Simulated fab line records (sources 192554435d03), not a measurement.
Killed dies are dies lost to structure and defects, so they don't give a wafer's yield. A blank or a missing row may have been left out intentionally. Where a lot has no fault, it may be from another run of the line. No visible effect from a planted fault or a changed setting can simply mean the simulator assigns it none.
What tool caused it? ; flow n5Finfet ; 6 lots with 17 wafers sampled at 3 steps, on a route of 1938 steps

WHAT THE GAUGES READ, wafer by wafer
N5_MIM_BOT_LITHO_OVL_MEAS_11.
lot;measured;on;MIM_BOT_OVL (nm)
L118;day 11 22:08;overlay-02;-5 -1 -6
L120;day 13 10:37;overlay-02;8 -1 -3
L125;day 14 06:03;overlay-02;10 3 7
L130;day 15 14:52;overlay-02;14 18 10
L136;day 17 05:25;overlay-02;0 8
L138;day 17 21:23;overlay-02;2 8 4

EACH LOT AND THE TOOL THAT RAN IT (in order: tool; ch and the chambers of the sampled wafers; start)
lot;N5_BEOL_M15_STRIP_36;N5_MIM_TOP_ETCH_PECVD_03
L118;rieDiel-04 ch 0,1,2, day 11 14:53;pecvd-03 ch 0,2, day 11 21:44
L120;rieDiel-04 ch 0,1,3, day 13 05:35;pecvd-01 ch 0,1, day 13 10:06
L125;rieDiel-04 ch 2,3, day 13 21:34;pecvd-01 ch 1,2, day 14 05:40
L130;rieDiel-03 ch 0,2,3, day 15 07:40;pecvd-03 ch 0,1, day 15 14:22
L136;rieDiel-05 ch 1,2, day 16 23:44;pecvd-03 ch 0, day 17 05:01
L138;rieDiel-03 ch 0,2, day 17 12:35;pecvd-01 ch 0,2, day 17 20:53
- N5_BEOL_M15_STRIP_36: strips in O2.
- N5_MIM_TOP_ETCH_PECVD_03: deposits SiNx from SiH4/NH3/N2, target thk 20 nm, time 17.6 s.

THE ANSWER, worked out from the rows above alone
Rule: the lots themselves supply what counts as usual. Put in order of their means at a reading, lots are off if they are a third of the lots or fewer, leave a main group of 4 or more, and stand apart from it by a gap of 3 or more times the standard deviation of the main group's means; of several such gaps the widest counts. If all means in a main group match to the digits the tables above print for the reading, that group is not used. A lot without any number at a reading at which 4 lots or more have one is off too. Any other lot the step has rows for is counted as sound.
Across all readings shown, no lot is off: no conclusion can be drawn from this.

WHAT THE SIMULATOR HAD INSERTED
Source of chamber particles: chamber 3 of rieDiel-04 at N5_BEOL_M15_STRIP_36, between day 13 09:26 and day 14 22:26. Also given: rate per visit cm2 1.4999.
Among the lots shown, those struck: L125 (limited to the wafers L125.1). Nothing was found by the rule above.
